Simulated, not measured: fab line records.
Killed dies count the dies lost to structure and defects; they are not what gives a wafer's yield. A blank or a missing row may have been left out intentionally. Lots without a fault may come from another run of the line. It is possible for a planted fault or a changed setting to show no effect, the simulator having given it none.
fab line records	flow nand-harc
record lots=6	wafers=18	last-day=32
route steps=1302 shown P_M2@332
lots with no fault: from the same line, run without faults
start-h: the number of hours between the record's first day and the start of the first shown wafer of the lot	wait-h: hours elapsed since this lot's preceding step	" identical to the entry in the row above	L1.1+2: one row covering several wafers at once	- no value, or no start given	* or withheld: withheld	< > ~ a bound
route shown NAME@n: a module of which the file shows steps, and the number in the route of the first	usual: mean/standard deviation taken from wafers without a fault	same: alike in all rows	chamber/n: place in a boat	sites: readings site by site	_std_site: standard deviation across them	_edge_site: inner sites' mean taken away from outer sites' mean	radius-mm: for every site, how far away it sits from the centre of the wafer	mask NAME#n: copy n	behind: the last tool/chamber to shape the wafer	hold: why the lot went on hold/how many hours it stayed there/how the hold came to an end	device: the transistor (n, p or np) that didn't switch	end of line: the route-end tests of the same wafers	where a step has no rows: the recipe by itself	killed: dies that structure and defects cost at the first sort, which is not the same as the wafer's yield	map: a wafer's dies, x killed, . not, _ none there
set.NAME: the setting the step ran with; set.NAME@STEP: the setting that earlier step ran with	model.NAME: the simulator's own value behind a step, which no gauge read
certain route steps with their lots: each step a table, each wafer a row
services: when a tool's chamber went out of use (start-h, in hours from the record's first day, below 0 if earlier), for how many hours, and the reason
## steps
# step NHARC_P_M2_ETCH_35
# recipe target-depth-a=400	overetch-a=120	time-s=43.94	ion-energy-ev=200	n2-flow-sccm=150	h2-flow-sccm=150	ar-flow-sccm=0	rf-w=400	bias-w=150	chemistry=N2/H2
# step NHARC_P_M2_ETCH_15
# recipe target-depth-a=1825	time-s=91.2	c4f8-flow-sccm=withheld	ar-flow-sccm=400	rf-w=600	bias-w=300	chemistry=C4F8/Ar
# usual oes-product-au=0.942/0.02	rf-vpp-V=441.5/2.8
lot.wafer	tool	chamber	start-h	wait-h	oes-product-au	rf-hours-counter-h	rf-vpp-V
L419.3	rie-diel-01	0	-	-	0.990	3.5	441.8
L419.4	"	3	"	"	0.963	-	445.7
L419.5	"	2	"	"	0.958	-	441.8
L430.3	rie-diel-01	1	-	-	0.953	0.7	437.0
L430.6	"	0	"	"	0.945	-	442.0
L430.5	"	1	"	"	0.960	-	439.7
L429.1	rie-diel-03	2	-	-	0.935	6.4	438.0
L429.5	"	1	"	"	0.924	-	437.9
L429.6	"	2	"	"	0.936	-	435.9
L432.4	rie-diel-01	0	-	-	0.974	1.8	442.0
L432.2	"	2	"	"	0.970	1.9	439.1
L432.3	"	3	"	"	0.976	2.1	445.4
L434.1	rie-diel-01	2	-	-	0.955	2.5	438.1
L434.2	"	1	"	"	0.949	3.4	436.7
L434.6	"	2	"	"	0.963	-	439.3
L439.1	rie-diel-10	3	-	-	0.913	3.3	441.2
L439.3	"	1	"	"	0.928	4.5	445.8
L439.4	"	1	"	"	0.926	-	444.4
# step NHARC_P_M2_CD_MEAS_16
# usual cd-nm=169.7/0.88
lot.wafer	tool	chamber	start-h	wait-h	cd-nm
L419.3	cd-sem-03	-	126.58	-	169.9
L419.4	"	-	"	"	169.9
L419.5	"	-	"	"	170.3
L430.3	cd-sem-01	-	241.09	-	170.4
L430.5	"	-	"	"	170.5
L430.6	"	-	"	"	170.6
L429.1	cd-sem-02	-	241.24	-	169.5
L429.5	"	-	"	"	169.8
L429.6	"	-	"	"	169.6
L432.2	cd-sem-02	-	257.85	-	170.9
L432.3	"	-	"	"	170.5
L432.4	"	-	"	"	171.0
L434.1	cd-sem-03	-	277.45	-	171.2
L434.2	"	-	"	"	170.0
L434.6	"	-	"	"	170.0
L439.1	cd-sem-01	-	329.25	-	170.6
L439.3	"	-	"	"	169.6
L439.4	"	-	"	"	170.7
# step NHARC_P_M2_STRIP_18
# recipe power-w=1000	n2-flow-sccm=150	h2-flow-sccm=150	ar-flow-sccm=0	bias-w=0	chemistry=N2/H2
# usual drypump-motor-current-A=5.7/0.44	oes-product-au=1.000/0.0085	rf-vpp-V=90.9/1	showerhead-plenum-p-Torr=2.06/0.089	throttle-valve-pct=14.172/0.0095
lot.wafer	tool	chamber	start-h	wait-h	drypump-motor-current-A	oes-product-au	rf-hours-counter-h	rf-vpp-V	showerhead-plenum-p-Torr	throttle-valve-pct
L419.3	rie-diel-10	0	126.68	0.1	5.5	1.010	3.7	91.8	2.04	14.173
L419.4	"	2	"	"	5.8	0.996	3.6	91.8	2.17	14.170
L419.5	"	0	"	"	5.5	0.999	-	91.9	2.04	14.161
L430.3	rie-diel-01	0	241.22	0.1	4.8	0.997	0.9	91.8	2.08	14.160
L430.6	"	2	"	"	6.2	0.989	-	90.4	2.00	14.179
L430.5	"	3	"	"	5.5	0.988	-	92.3	2.20	14.180
L429.1	rie-diel-03	1	241.37	0.1	5.3	0.993	7.0	91.5	1.96	14.164
L429.5	"	3	"	"	5.6	1.009	-	90.4	2.05	14.179
L429.6	"	0	"	"	5.9	0.989	-	91.5	2.14	14.174
L432.3	rie-diel-10	1	257.93	0.1	5.5	1.009	0.0	91.6	2.19	14.165
L432.2	"	2	"	"	5.8	1.004	0.0	92.1	2.17	14.182
L432.4	"	3	"	"	6.6	0.996	0.0	92.3	2.04	14.175
L434.1	rie-diel-10	3	277.52	0.1	6.7	0.999	0.5	92.0	2.04	14.170
L434.2	"	0	"	"	5.5	1.001	1.7	90.7	2.03	14.196
L434.6	"	0	"	"	5.5	0.999	-	89.6	2.03	14.177
L439.3	rie-diel-03	3	329.33	0.1	5.5	1.019	2.4	91.0	2.05	14.168
L439.1	"	0	"	"	5.9	1.004	2.3	91.4	2.14	14.170
L439.4	"	1	"	"	5.3	0.982	2.2	89.8	1.96	14.173
# step NHARC_P_M2_ETCH_28
# recipe target-depth-a=300	over-etch-frac=0.3	time-s=72.99	ion-energy-ev=150	cf4-flow-sccm=50	n2-flow-sccm=100	ar-flow-sccm=150	rf-w=300	bias-w=100	chemistry=CF4/N2
# usual cf4-flow-sccm=49.99/0.15	drypump-motor-current-A=5.7/0.42	oes-product-au=1.002/0.0086	rf-vpp-V=314.7/2	showerhead-plenum-p-Torr=2.66/0.11	throttle-valve-pct=19.795/0.0088
lot.wafer	tool	chamber	start-h	wait-h	cf4-flow-sccm	drypump-motor-current-A	oes-product-au	rf-hours-counter-h	rf-vpp-V	showerhead-plenum-p-Torr	throttle-valve-pct
L419.4	rie-diel-10	3	-	-	50.02	6.6	0.987	4.0	313.0	2.63	19.784
L419.3	"	1	"	"	49.93	5.4	0.996	3.0	317.6	2.80	19.793
L419.5	"	3	"	"	49.85	6.6	0.997	-	313.8	2.63	19.789
L430.3	rie-diel-01	1	-	-	50.04	5.6	0.991	0.8	310.7	2.51	19.794
L430.6	"	2	"	"	50.00	6.2	1.006	-	314.6	2.58	19.798
L430.5	"	3	"	"	50.09	5.5	0.995	-	316.5	2.82	19.795
L429.1	rie-diel-03	0	-	-	50.14	5.9	1.006	7.4	315.1	2.74	19.813
L429.5	"	2	"	"	49.91	5.9	1.000	-	311.5	2.47	19.796
L429.6	"	3	"	"	50.02	5.5	1.010	-	316.4	2.64	19.821
L432.4	rie-diel-10	2	-	-	50.10	5.8	1.013	0.1	315.8	2.78	19.792
L432.2	"	3	"	"	49.88	6.7	1.004	0.1	313.1	2.63	19.797
L432.3	"	0	"	"	50.31	5.5	1.002	0.1	314.3	2.62	19.799
L434.1	rie-diel-10	0	-	-	49.97	5.5	1.012	1.7	315.5	2.62	19.777
L434.2	"	2	"	"	49.85	5.8	1.012	1.8	317.7	2.78	19.792
L434.6	"	0	"	"	50.14	5.5	0.998	-	313.8	2.62	19.795
L439.4	rie-diel-03	2	-	-	50.32	5.9	1.003	2.3	311.8	2.46	19.786
L439.3	"	3	"	"	49.84	5.5	0.989	2.5	314.3	2.64	19.789
L439.1	"	1	"	"	49.88	5.2	0.986	2.3	312.0	2.53	19.801
# step NHARC_P_M2_STRIP_19
# recipe time-s=600	temp-c=30	chemistry=post-etch-residue-remover
# step NHARC_P_M2_DEGAS_29
# recipe temp-c=250	time-s=60
# step NHARC_P_M2_PRE_CLEAN_30
# recipe time-s=30	temp-c=280	gas=H2/He
# usual heater-power-w=393/49	susceptor-temp-C=280.00/0.18
lot.wafer	tool	chamber	start-h	wait-h	heater-power-w	susceptor-temp-C
L419.4	pvd-sputter-03	-	-	-	486	-
L419.3	"	-	"	"	449	-
L419.5	"	-	"	"	398	-
L430.3	pvd-sputter-02	-	-	-	339	279.85
L430.5	"	-	"	"	339	280.09
L430.6	"	-	"	"	409	280.02
L429.1	pvd-sputter-03	-	-	-	409	279.99
L429.6	"	-	"	"	421	280.09
L429.5	"	-	"	"	494	279.88
L432.4	pvd-sputter-02	-	-	-	327	279.49
L432.2	"	-	"	"	345	280.00
L432.3	"	-	"	"	406	279.93
L434.1	pvd-sputter-03	-	-	-	415	280.08
L434.2	"	-	"	"	447	280.10
L434.6	"	-	"	"	402	280.04
L439.3	pvd-sputter-01	-	-	-	399	280.06
L439.4	"	-	"	"	367	280.22
L439.1	"	-	"	"	432	280.18
# step NHARC_P_M2_PVD_20
# recipe target-thk-a=50	bias-v=168.6	power-w=15000	chamber-pressure-pa=0.12	time-s=8.06	substrate-temp-c=50	material=TaN
# step NHARC_P_M2_PVD_21
# recipe target-thk-a=300	chamber-pressure-pa=5	power-w=5000	substrate-temp-c=30	time-s=20.49	material=Cu
# usual throttle-valve-pct=30.0/0.6
lot.wafer	tool	chamber	start-h	wait-h	throttle-valve-pct
L419.3	pvd-sputter-03	-	-	-	30.7
L419.4	"	-	"	"	28.8
L419.5	"	-	"	"	30.8
L430.3	pvd-sputter-02	-	-	-	30.4
L430.5	"	-	"	"	30.5
L430.6	"	-	"	"	30.4
L429.1	pvd-sputter-03	-	-	-	31.0
L429.6	"	-	"	"	30.6
L429.5	"	-	"	"	29.7
L432.3	pvd-sputter-02	-	-	-	30.4
L432.4	"	-	"	"	30.2
L432.2	"	-	"	"	30.1
L434.1	pvd-sputter-03	-	-	-	28.9
L434.2	"	-	"	"	29.6
L434.6	"	-	"	"	30.2
L439.4	pvd-sputter-01	-	-	-	29.4
L439.3	"	-	"	"	30.1
L439.1	"	-	"	"	29.9
# step NHARC_P_M2_ECD_22
# recipe target-thk-a=4000	bath-temp-c=25	material=Cu
# step NHARC_P_M2_ANNEAL_31
# recipe temp-c=225	time-s=90
# step NHARC_P_M2_CMP_23
# recipe t-overpolish-s=20	target-thk-nm=144.3
# usual edge-zone-pressure-frac=0.999/0.0044	motor-current-A=12.0/0.91	time-to-endpoint-s=29.5/2.2
lot.wafer	tool	chamber	start-h	wait-h	edge-zone-pressure-frac	motor-current-A	time-to-endpoint-s
L419.3	cmp-04	3	128.37	-	0.997	11.2	29.1
L419.4	"	1	"	"	0.999	10.8	31.7
L419.5	"	0	"	"	1.003	11.3	33.3
L430.3	cmp-03	1	242.89	-	-	-	-
L430.5	"	1	"	"	-	-	-
L430.6	"	2	"	"	-	-	-
L429.1	cmp-02	3	243.23	-	-	-	-
L429.6	"	0	"	"	-	-	-
L429.5	"	1	"	"	-	-	-
L432.3	cmp-02	2	259.77	-	1.000	11.9	30.2
L432.2	"	3	"	"	1.004	12.3	26.4
L432.4	"	0	"	"	1.001	13.3	29.3
L434.1	cmp-04	2	279.25	-	1.001	11.8	30.4
L434.2	"	3	"	"	0.996	11.0	29.4
L434.6	"	3	"	"	0.999	10.6	30.3
L439.1	cmp-04	2	331.08	-	1.001	12.4	28.7
L439.4	"	3	"	"	0.997	10.9	27.9
L439.3	"	0	"	"	1.001	11.0	30.9
# step NHARC_P_M2_THK_MEAS_24
# recipe thk-meas-gauge=xrf
# usual thk-nm=144.7/1.4
lot.wafer	tool	chamber	start-h	wait-h	thk-nm
L419.3	film-metro-02	-	128.69	-	145.0
L419.4	"	-	"	"	145.1
L419.5	"	-	"	"	146.7
L430.3	film-metro-02	-	243.20	0.3	398.8
L430.5	"	-	"	"	407.2
L430.6	"	-	"	"	402.9
L429.1	film-metro-01	-	243.46	0.2	397.9
L429.5	"	-	"	"	398.4
L429.6	"	-	"	"	399.5
L432.2	film-metro-01	-	260.06	-	142.6
L432.3	"	-	"	"	144.9
L432.4	"	-	"	"	143.9
L434.1	film-metro-02	-	279.56	-	143.9
L434.2	"	-	"	"	143.5
L434.6	"	-	"	"	144.4
L439.1	film-metro-02	-	331.37	-	144.6
L439.3	"	-	"	"	143.7
L439.4	"	-	"	"	142.8
# step NHARC_P_M2_SRD_25
## services
tool	chamber	start-h	hours	kind
pvd-sputter-02	-	104.00	10.0	pm
rie-diel-03	-	104.30	9.0	pm
rie-diel-10	-	109.07	2.5	repair
cmp-04	-	111.00	4.0	pm
rie-diel-01	1	119.68	7.7	repair
rie-diel-03	0	127.64	4.9	repair
rie-diel-10	0	161.55	5.6	repair
pvd-sputter-03	-	170.00	10.0	pm
cmp-04	-	170.47	2.0	repair
rie-diel-03	2	191.92	6.5	repair
rie-diel-01	-	203.80	9.0	pm
rie-diel-03	3	209.51	4.1	repair
rie-diel-10	3	226.91	15.0	repair
rie-diel-10	-	242.50	9.0	pm
pvd-sputter-03	-	261.07	1.8	repair
rie-diel-10	3	261.20	6.9	repair
rie-diel-01	2	265.61	4.7	repair
rie-diel-10	1	274.67	2.5	repair
rie-diel-01	0	278.31	18.7	repair
rie-diel-03	-	281.30	9.0	pm
pvd-sputter-02	-	282.00	10.0	pm
pvd-sputter-03	-	288.70	5.8	repair
rie-diel-10	0	327.28	13.7	repair
rie-diel-03	3	331.06	2.2	repair
## key
first-sign step=NHARC_P_M2_CMP_23	reading=tool-record	direction=missing
effect step=NHARC_P_M2_THK_MEAS_24	reading=thk-nm	direction=up	sigmas=99+	usual=144.7	struck=400.8
met-at NHARC_P_M2_CMP_23
struck-wafers L429.1,L429.5,L429.6,L430.3,L430.5,L430.6
later-rows-left-out L429.1,L429.5,L429.6,L430.3,L430.5,L430.6
sort-left-out L429.1,L429.5,L429.6,L430.3,L430.5,L430.6
fault kind=skipped-step-whole	tool=cmp-02,cmp-03	chamber=-	onset-h=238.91	steps=NHARC_P_M2_CMP_23	scope=struck-lots-only
# sort-left-out: the simulated sort isn't trusted on such a fault, so these wafers' sort isn't shown, and their yield isn't known
# later-rows-left-out: the simulator's readings of these wafers behind a module that went badly wrong aren't trusted and aren't shown, but for the sort
